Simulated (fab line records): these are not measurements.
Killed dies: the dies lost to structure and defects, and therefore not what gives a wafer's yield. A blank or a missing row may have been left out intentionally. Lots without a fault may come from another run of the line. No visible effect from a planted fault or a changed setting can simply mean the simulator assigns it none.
Chamber matching    flow n5 finfet    3 sister chambers for N5_BEOL_M0_SAQP_PECVD_03 on pecvd-01
The step deposits SiCN from 3MS/NH3, target thk 12 nm, time 21.1 s. 3 wafers are shown with their chamber, then 7 later ones without.

== WAFERS PAIRED WITH THEIR CHAMBERS ==
wafer   chamber  throttle valve pct (%)
L088.4  1        8.9
L092.1  2        8.5
L092.2  0        8.7

== WAFERS MISSING THEIR CHAMBER ==
wafer   throttle valve pct (%)
L092.3  8.8
L093.1  9.1
L093.2  8.9
L093.4  9.1
L097.3  8.8
L097.4  9.2
L097.5  8.9

== THE CHAMBER EACH PASSED THROUGH ==
wafer   from the rows above           in truth
L092.3  can't be placed: 1 or 0 or 2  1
L093.1  can't be placed: 1 or 0       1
L093.2  can't be placed: 1 or 0       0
L093.4  can't be placed: 1 or 0       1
L097.3  can't be placed: 1 or 0 or 2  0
L097.4  can't be placed: 1 or 0       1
L097.5  can't be placed: 1 or 0       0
Correct placement for 0 of the 7. Not placeable from these rows: 7 (in 7, the candidates include the true chamber). 0 placed wrongly.
How it was worked out, from the rows above alone: a wafer's distance from a chamber is the root of the sum, over the readings, of the square of ((its reading less the chamber's mean) divided by the reading's scatter). If the next closest chamber is less than 2 further off than the closest, the wafer can't be placed; otherwise it belongs to the closest. Each chamber's mean is taken over the wafers shown for it. The scatter: with one shown wafer a chamber, the root of the mean of the squares of how far each hidden wafer lies from its nearest shown one.
